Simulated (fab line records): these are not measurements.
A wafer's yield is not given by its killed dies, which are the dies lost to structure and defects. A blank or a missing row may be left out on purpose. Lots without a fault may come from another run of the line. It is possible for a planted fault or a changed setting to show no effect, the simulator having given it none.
Chamber matching || flow n5-finfet || uv-cure-01 running N5_BEOL_M5_CURE_80: 3 sister chambers
The step cures SiCOH lowk, time 120 s. 24 wafers are shown with their chamber, then 12 later ones without.

## EACH WAFER AND ITS CHAMBER
{"wafer": "L075.1", "chamber": 0, "wafer_temp_C_max": 371.4, "lamp-power-pct (%)": 52.30}
{"wafer": "L075.4", "chamber": 0, "wafer_temp_C_max": 371.4, "lamp-power-pct (%)": 52.28}
{"wafer": "L075.6", "chamber": 0, "wafer_temp_C_max": 371.1, "lamp-power-pct (%)": 52.35}
{"wafer": "L075.2", "chamber": 0, "wafer_temp_C_max": 371.4, "lamp-power-pct (%)": 52.33}
{"wafer": "L075.3", "chamber": 0, "wafer_temp_C_max": 371.7, "lamp-power-pct (%)": 52.25}
{"wafer": "L075.5", "chamber": 0, "wafer_temp_C_max": 370.9, "lamp-power-pct (%)": 52.31}
{"wafer": "L080.1", "chamber": 0, "wafer_temp_C_max": 370.7, "lamp-power-pct (%)": 52.38}
{"wafer": "L080.2", "chamber": 0, "wafer_temp_C_max": 370.5, "lamp-power-pct (%)": 52.32}
{"wafer": "L080.5", "chamber": 0, "wafer_temp_C_max": 370.8, "lamp-power-pct (%)": 52.31}
{"wafer": "L082.1", "chamber": 2, "wafer_temp_C_max": 371.6, "lamp-power-pct (%)": 52.29}
{"wafer": "L082.3", "chamber": 2, "wafer_temp_C_max": 372.0, "lamp-power-pct (%)": 52.40}
{"wafer": "L082.6", "chamber": 2, "wafer_temp_C_max": 371.6, "lamp-power-pct (%)": 52.36}
{"wafer": "L081.1", "chamber": 0, "wafer_temp_C_max": 371.0, "lamp-power-pct (%)": 52.27}
{"wafer": "L081.5", "chamber": 0, "wafer_temp_C_max": 370.9, "lamp-power-pct (%)": 52.33}
{"wafer": "L081.6", "chamber": 0, "wafer_temp_C_max": 370.9, "lamp-power-pct (%)": 52.33}
{"wafer": "L081.2", "chamber": 0, "wafer_temp_C_max": 370.9, "lamp-power-pct (%)": 52.36}
{"wafer": "L081.3", "chamber": 0, "wafer_temp_C_max": 370.7, "lamp-power-pct (%)": 52.31}
{"wafer": "L081.4", "chamber": 0, "wafer_temp_C_max": 370.9, "lamp-power-pct (%)": 52.41}
{"wafer": "L083.1", "chamber": 1, "wafer_temp_C_max": 372.3, "lamp-power-pct (%)": 52.36}
{"wafer": "L083.4", "chamber": 1, "wafer_temp_C_max": 371.8, "lamp-power-pct (%)": 52.35}
{"wafer": "L083.5", "chamber": 1, "wafer_temp_C_max": 372.0, "lamp-power-pct (%)": 52.21}
{"wafer": "L083.2", "chamber": 1, "wafer_temp_C_max": 371.7, "lamp-power-pct (%)": 52.29}
{"wafer": "L083.3", "chamber": 1, "wafer_temp_C_max": 371.6, "lamp-power-pct (%)": 52.36}
{"wafer": "L083.6", "chamber": 1, "wafer_temp_C_max": 372.0, "lamp-power-pct (%)": 52.33}

SIGNATURES (means of the wafers above)
{"reading": "wafer_temp_C_max", "chamber 0": 371.013, "chamber 1": 371.900, "chamber 2": 371.733, "scatter within a chamber": 0.303}
{"reading": "lamp-power-pct", "chamber 0": 52.3227, "chamber 1": 52.3167, "chamber 2": 52.3500, "scatter within a chamber": 0.0475}
Rule: a wafer's distance from a chamber is the root of the sum, over the readings, of the square of ((its reading less the chamber's mean) divided by the reading's scatter). The wafer belongs to the nearest chamber; if the next one is less than 2 further off, it can't be placed. How the scatter is found: for the shown wafers, subtract from each reading the mean of its chamber, square and add these, divide the total by (wafers less chambers), then take the root.

## WAFERS WHOSE CHAMBER IS MISSING
{"wafer": "L085.1", "wafer_temp_C_max": 371.4, "lamp-power-pct (%)": 52.28}
{"wafer": "L085.4", "wafer_temp_C_max": 371.8, "lamp-power-pct (%)": 52.29}
{"wafer": "L085.5", "wafer_temp_C_max": 372.5, "lamp-power-pct (%)": 52.30}
{"wafer": "L087.3", "wafer_temp_C_max": 371.1, "lamp-power-pct (%)": 52.29}
{"wafer": "L087.4", "wafer_temp_C_max": 371.3, "lamp-power-pct (%)": 52.33}
{"wafer": "L087.6", "wafer_temp_C_max": 371.2, "lamp-power-pct (%)": 52.33}
{"wafer": "L089.1", "wafer_temp_C_max": 372.1, "lamp-power-pct (%)": 52.24}
{"wafer": "L089.2", "wafer_temp_C_max": 371.4, "lamp-power-pct (%)": 52.36}
{"wafer": "L089.4", "wafer_temp_C_max": 371.6, "lamp-power-pct (%)": 52.34}
{"wafer": "L095.2", "wafer_temp_C_max": 370.7, "lamp-power-pct (%)": 52.29}
{"wafer": "L095.4", "wafer_temp_C_max": 371.0, "lamp-power-pct (%)": 52.31}
{"wafer": "L095.6", "wafer_temp_C_max": 371.0, "lamp-power-pct (%)": 52.32}

## WHICH CHAMBER EACH ONE RAN IN
{"wafer": "L085.1", "from the rows above": "can't be placed: 0 or 1 or 2", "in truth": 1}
{"wafer": "L085.4", "from the rows above": "can't be placed: 1 or 2", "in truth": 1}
{"wafer": "L085.5", "from the rows above": "can't be placed: 1 or 2", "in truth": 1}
{"wafer": "L087.3", "from the rows above": "can't be placed: 0 or 2 or 1", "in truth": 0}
{"wafer": "L087.4", "from the rows above": "can't be placed: 0 or 2 or 1", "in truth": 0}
{"wafer": "L087.6", "from the rows above": "can't be placed: 0 or 2 or 1", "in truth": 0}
{"wafer": "L089.1", "from the rows above": "can't be placed: 1 or 2", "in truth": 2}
{"wafer": "L089.2", "from the rows above": "can't be placed: 2 or 0 or 1", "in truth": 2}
{"wafer": "L089.4", "from the rows above": "can't be placed: 2 or 1 or 0", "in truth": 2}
{"wafer": "L095.2", "from the rows above": 0, "in truth": 0}
{"wafer": "L095.4", "from the rows above": 0, "in truth": 0}
{"wafer": "L095.6", "from the rows above": 0, "in truth": 0}
Correct placement for 3 of the 12. Can't be placed from these rows: 9 (the true chamber is among the candidates in 9). Wrongly placed: 0.
